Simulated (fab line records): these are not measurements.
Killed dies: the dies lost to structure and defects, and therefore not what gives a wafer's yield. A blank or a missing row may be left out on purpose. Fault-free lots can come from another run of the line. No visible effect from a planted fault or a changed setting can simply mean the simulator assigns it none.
Comparing a struck lot with a sound one || flow n5Finfet || 38 out of 1938 route steps
Sound: the wafers L415.1, L415.4, L415.6. Struck: wafer L423.1; the same lot's L423.2 was not struck, so it is left out; see the end for the cause.
Per side, at each step with rows, come the tool, then ch with its chambers, and then its first start. Under that, the readings that differ: sound wafers || struck wafers || difference of the means || sigmas: that difference in standard deviations of wafers without a fault.
alike: same words and numbers on both sides, and readings whose means sit less than 2 such deviations apart. not compared: any withheld reading, any reading some wafer has no value for, any bound like >300 that may hide the same value, and any number with overlapping values for which the record gives no deviation.
A row with sigmas, a row that says differs or no value, or rows on one side alone: a step with any of these is where the two part. When numbers do not overlap yet have no deviation, they are printed without sigmas and do not part them. A reading that every wafer of one side lacks parts them only if that side has two wafers or more.

first, 9 steps without rows for these wafers: N5_BEOL_M4_ANNEAL_95 (time 240 s); N5_BEOL_M4_SPUTTER_96 (material Cu, target thk 4.5 nm, time 8.29 s); N5_BEOL_M4_ECD_50 (material Cu, target thk 300 nm); N5_BEOL_M4_ANNEAL_51 (time 90 s); N5_BEOL_M4_CMP_52 (polishes, stops on SiOC, t overpolish 6.8 s, target thk 40 nm); N5_BEOL_M4_PRE_CLEAN_60 (time 15 s); N5_BEOL_M4_CO_CAP_55 (material Co, precursor CCTBA/H2, target thk 2 nm, time 102.1 s); N5_BEOL_M4_PRE_CLEAN_56 (time 15 s); N5_BEOL_M4_DEP_57 (deposits SiCN from 3MS/NH3, target thk 8 nm, time 14 s).
N5_BEOL_M4_RC_MEAS_101:
  sound on prober-02 ch 0, day 8 10:47; struck on prober-01 ch 0, day 10 23:13
{"reading": "DIBL_P (mV/V)", "sound": "38.8 38.1 39.1", "struck": 34.8, "difference": -3.9, "sigmas": -2}
{"reading": "IOFF_P (nA/um)", "sound": "0.27 0.25 0.28", "struck": 0.20, "difference": -0.07, "sigmas": -2}
{"reading": "ION_N (uA/um)", "sound": "677 681 693", "struck": 658, "difference": -26, "sigmas": -2}
{"reading": "ION_P (uA/um)", "sound": "465 476 476", "struck": 452, "difference": -20, "sigmas": -3}
{"reading": "VT_P (mV)", "sound": "-245 -246 -245", "struck": -253, "difference": -8, "sigmas": -2}
  alike: DIBL_N, IOFF_N, SS_N, SS_P, VT_N
then, 24 steps without rows for these wafers: N5_BEOL_M5_ILD_DEP_00 (deposits SiCOH lowk from DEMS/porogen, target thk 140.64 nm, time 25.9 s); N5_BEOL_M5_CURE_79 (cures SiCOH lowk, time 240 s); N5_BEOL_M5_PECVD_70 (deposits SiO2 from TEOS/O2, target thk 16 nm, time 18 s); N5_BEOL_M5_HM_DEP_02 (deposits TiN, target thk 20 nm); N5_BEOL_M5_COAT_59 (time 60 s, resist thk 60 nm); N5_BEOL_M5_COAT_60 (time 60 s, resist thk 12 nm); N5_BEOL_M5_COAT_71 (time 60 s, resist thk 5 nm); N5_BEOL_M5_COAT_05 (resist thk 30 nm); N5_BEOL_M5_EBR_07; N5_BEOL_M5_SOFTBAKE_06 (time 60 s); N5_BEOL_M5_EXPOSE_08 (exposes mask M5, target cd 28 nm); N5_BEOL_M5_PEB_09 (peb time 60 s); N5_BEOL_M5_DEVELOP_10 (develop time 30 s); N5_BEOL_M5_DESCUM_16 (chemistry O2, time 7 s); N5_BEOL_M5_ETCH_72 (etches underlayer in N2/H2, target depth 6.5 nm, time 5.2 s); N5_BEOL_M5_ETCH_61 (etches SiARC in CF4, target depth 15.6 nm, time 26 s); N5_BEOL_M5_ETCH_62 (etches SOC in N2/H2, target depth 75 nm, overetch 15 nm, time 112.5 s); N5_BEOL_M5_STRIP_63 (strips in N2/H2); N5_BEOL_M5_STRIP_73 (strips in N2/H2); N5_BEOL_M5_STRIP_64 (strips in CF4); N5_BEOL_M5_HM_OPEN_17 (chemistry Cl2/BCl3, target TiN, target depth 20 nm, overetch 6 nm); N5_BEOL_M5_STRIP_19 (strips in O2); N5_BEOL_M5_COAT_65 (time 60 s, resist thk 60 nm); N5_BEOL_M5_COAT_66 (time 60 s, resist thk 12 nm).
-- record jumps: 3 days separate the struck wafers' starts on either side; left off in module BEOL_M5, taken up again in module BEOL_M14, whose first shown step is the route's number 1767 --
N5_BEOL_M14_CMP_49: polishes, stops on SiO2, t overpolish 5.2 s, target thk 560 nm.
  sound on cmp-03 ch 2,3, day 11 19:22; struck on cmp-03 ch 3, day 14 09:53
{"reading": "barrierFieldEndpointS (s)", "sound": "11.76 11.39 11.25", "struck": 24.23, "difference": "+12.76", "sigmas": "+46"}
{"reading": "overpolishRunS (s)", "sound": "5.193 5.205 5.200", "struck": 1.775, "difference": -3.424, "sigmas": "-99 or more"}
{"reading": "timeToEndpointS (s)", "sound": "128 120 119", "struck": 159, "difference": "+37", "sigmas": "+8"}
  alike: motorCurrentA
N5_BEOL_M14_THK_MEAS_50: measures by xrf.
  sound: filmMetro-01 at day 11 19:37; struck: filmMetro-01 at day 14 10:09
{"reading": "M14_THK (nm)", "sound": "537 539 552", "struck": 988, "difference": "+445", "sigmas": "+49"}
N5_BEOL_M14_INSPECT_55: inspects for defects (darkfield).
  sound: defectInspect-02 at day 11 19:48; struck: defectInspect-02 at day 14 10:18
{"reading": "rawDefectCount", "sound": "37 37 34", "struck": 6303, "difference": "+6267", "sigmas": "+99 or more"}
N5_PASSIVATION_PROBE_49:
  sound: prober-01 at day 12 15:53; struck: prober-02 at day 15 09:08
{"reading": "defectLimitedYield (%)", "sound": "93.2 94.1 94.4", "struck": 0, "difference": -94, "sigmas": -55}
{"reading": "killed_at_M4_up", "sound": "14 7 6", "struck": 1085, "difference": "+1076", "sigmas": "+99 or more"}
{"reading": "killedAtContacts", "sound": "7 12 8", "struck": 22, "difference": "+13", "sigmas": "+2"}
{"reading": "killedDies", "sound": "80 70 66", "struck": 1180, "difference": "+1108", "sigmas": "+55"}
{"reading": "killedOnRim", "sound": "11 14 9", "struck": 152, "difference": "+141", "sigmas": "+31"}
{"reading": "killedOpen", "sound": "51 43 38", "struck": 80, "difference": "+36", "sigmas": "+3"}
{"reading": "sort_bin_5_function (%)", "sound": "3.9 3.4 3.1", "struck": 5.8, "difference": "+2.3", "sigmas": "+2"}
{"reading": "sortNPass", "sound": "1100 1110 1114", "struck": 0, "difference": -1108, "sigmas": -55}
{"reading": "sortYieldPct (%)", "sound": "93.2 94.1 94.4", "struck": 0, "difference": -94, "sigmas": -55}
  alike: killed_at_M0_to_M3, killedAtFrontEnd, killedAtOther, killedShort, sort_bin_6_memory

## WHERE THEY PART
Last at N5_PASSIVATION_PROBE_49 as far as this record goes, first at N5_BEOL_M4_RC_MEAS_101.

WHY: whatever the simulator had introduced
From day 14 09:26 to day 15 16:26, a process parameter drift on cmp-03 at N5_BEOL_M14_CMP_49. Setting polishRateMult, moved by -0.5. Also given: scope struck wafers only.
